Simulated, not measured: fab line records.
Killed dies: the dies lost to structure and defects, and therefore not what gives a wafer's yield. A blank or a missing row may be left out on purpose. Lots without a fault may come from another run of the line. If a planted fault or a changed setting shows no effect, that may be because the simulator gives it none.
A lot that was struck, set against a sound lot | flow nandHarc | 35 steps out of a route of 1302
Sound: the wafers L182.1, L182.3, L182.5. Struck: wafers L192.4, L192.6 (left out: L192.2, a lot-mate that was not struck); the cause follows at the end.
Each step with rows lists, per side, the tool, then ch with its chambers, then its first start. Under that, the readings that differ: sound wafers | struck wafers | difference of the means | sigmas: that difference in standard deviations of wafers without a fault.
alike: same words and numbers on both sides, and readings whose means sit less than 2 such deviations apart. not compared: any withheld reading, any reading some wafer has no value for, any bound like >300 that may hide the same value, and any number with overlapping values for which the record gives no deviation.
A row with sigmas, a row that says differs or no value, or rows on one side alone: a step with any of these is where the two part. When numbers do not overlap yet have no deviation, they are printed without sigmas and do not part them. A reading that every wafer of one side lacks parts them only if that side has two wafers or more.

first, 2 steps without rows for these wafers: NHARC_A_SLIT_PRECLEAN_19 (cleans in SC1); NHARC_A_SLIT_SRD_20.
NHARC_A_SLIT_CD_MEAS_21:
  sound: cdSem-01 at day 22 23:19; struck: cdSem-01 at day 27 03:44
  alike: cdNm
then, 3 steps without rows for these wafers: NHARC_A_SIN_REMOVE_WET_00 (chemistry H3PO4, time 15300 s); NHARC_A_SIN_REMOVE_PRECLEAN_01 (cleans in SC1); NHARC_A_SIN_REMOVE_SRD_02.
NHARC_A_SIN_REMOVE_INSPECT_04:
  sound: defectInspect-01 at day 23 04:45; struck: defectInspect-01 at day 27 10:22
  alike: rawDefectCount
then, 2 steps without rows for these wafers: NHARC_A_WL_FILL_ALD_00 (deposits Al2O3, target thk 3 nm, pulse time 3 s, ald cycles 30); NHARC_A_WL_FILL_RTA_01 (time 5 s).
NHARC_A_WL_FILL_ALD_02: deposits TiN, target thk 2 nm, pulse time 3 s, ald cycles 100.
  sound on aldMetal-03 ch 1,2, day 23 05:30; struck on aldMetal-03 ch 0, day 27 10:57
  alike: heaterPowerW, precursorPulseHeightRel, susceptorTempC
  not compared: sinceWetCleanH
NHARC_A_WL_FILL_CVD_03: deposits W, target thk 40 nm, time 279 s.
  sound on cvdW-01 ch 1, day 23 05:54; struck on cvdW-01 ch 0, day 27 11:20
  alike: heaterPowerW, susceptorTempC, throttleValvePct
  not compared: sinceWetCleanH
NHARC_A_WL_FILL_ETCHBACK_04: etches the open film in NF3, target depth 60 nm, time 120 s.
  sound on rieMetal-02 ch 1, day 23 06:18; struck on rieMetal-03 ch 0,1, day 27 11:43
  alike: drypumpMotorCurrentA, oesProductAu
  not compared: rfHoursCounterH
then, 8 steps without rows for these wafers: NHARC_A_WL_FILL_ETCHBACK_05 (etches the open film in Cl2/BCl3, target depth 22 nm, time 60 s); NHARC_A_WL_FILL_STRIP_27 (strips in N2/H2, time 20 s); NHARC_A_WL_FILL_STRIP_28 (strips in post etch residue remover, time 1200 s); NHARC_A_WL_FILL_PRECLEAN_06 (cleans in DIW, time 300 s); NHARC_A_WL_FILL_SRD_07; NHARC_A_WL_FILL_ANNEAL_08 (time 1800 s); NHARC_A_WL_FILL_ALD_10 (deposits SiO2, target thk 50 nm, pulse time 10 s, ald cycles 500); NHARC_A_WL_FILL_ETCHBACK_16 (etches the open film in C4F8/O2/Ar, target depth 120 nm, time 24 s).
NHARC_A_WL_FILL_STRIP_29: strips in O2, time 20 s.
  sound on rieDiel-11 ch 0,2, day 23 16:35; struck on rieDiel-02 ch 0, day 28 01:13
  alike: drypumpMotorCurrentA, oesProductAu, rfVppV, showerheadPlenumPTorr, throttleValvePct
  not compared: rfHoursCounterH
NHARC_A_WL_FILL_ETCHBACK_17: etches the open film in Cl2/BCl3, target depth 4 nm, time 26.7 s.
  sound on rieMetal-01 ch 0,1, day 23 16:41; struck on rieMetal-01 ch 1, day 28 01:19
  alike: drypumpMotorCurrentA, oesProductAu
  not compared: rfHoursCounterH
then, 11 steps without rows for these wafers: NHARC_A_WL_FILL_PRECLEAN_18 (cleans in dHF, time 30 s); NHARC_A_WL_FILL_SRD_21; NHARC_A_WL_FILL_CVD_23 (deposits poly-Si, target thk 40 nm, time 800 s); NHARC_A_WL_FILL_ETCHBACK_26 (etches the open film in HBr, target depth 52 nm, time 13.3 s); NHARC_A_WL_FILL_PRECLEAN_30 (cleans in dHF, time 10 s); NHARC_A_WL_FILL_SRD_14; NHARC_A_WL_FILL_ALD_19 (deposits TiN, target thk 2 nm, pulse time 3 s, ald cycles 100); NHARC_A_WL_FILL_CVD_20 (deposits W, target thk 100 nm, time 74 s); NHARC_A_WL_FILL_CMP_12 (polishes, t overpolish 30 s, target thk 100 nm); NHARC_A_WL_FILL_SRD_31; NHARC_A_CONTACT_DEP_24 (deposits SiO2, target thk 500 nm).
NHARC_A_CONTACT_DEP_28: deposits aC, target thk 7000 nm.
  sound on aclDep-02 ch 0, day 24 01:35; struck on aclDep-02 ch 0, day 28 10:33
  alike: susceptorTempC, throttleValvePct
-- break in the record here, with 3 days between the starts of the struck wafers on either side (left off in module A_CONTACT, picked up again in module END, where the first step shown is number 1302 on the route) --
NHARC_END_SORT_01:
  here the record holds rows for the struck wafers (prober-02 ch 0, day 31 13:54) but none for the sound ones

WHERE THEY PART
NHARC_END_SORT_01 only, going by this record.

WHY: what the simulator had put in
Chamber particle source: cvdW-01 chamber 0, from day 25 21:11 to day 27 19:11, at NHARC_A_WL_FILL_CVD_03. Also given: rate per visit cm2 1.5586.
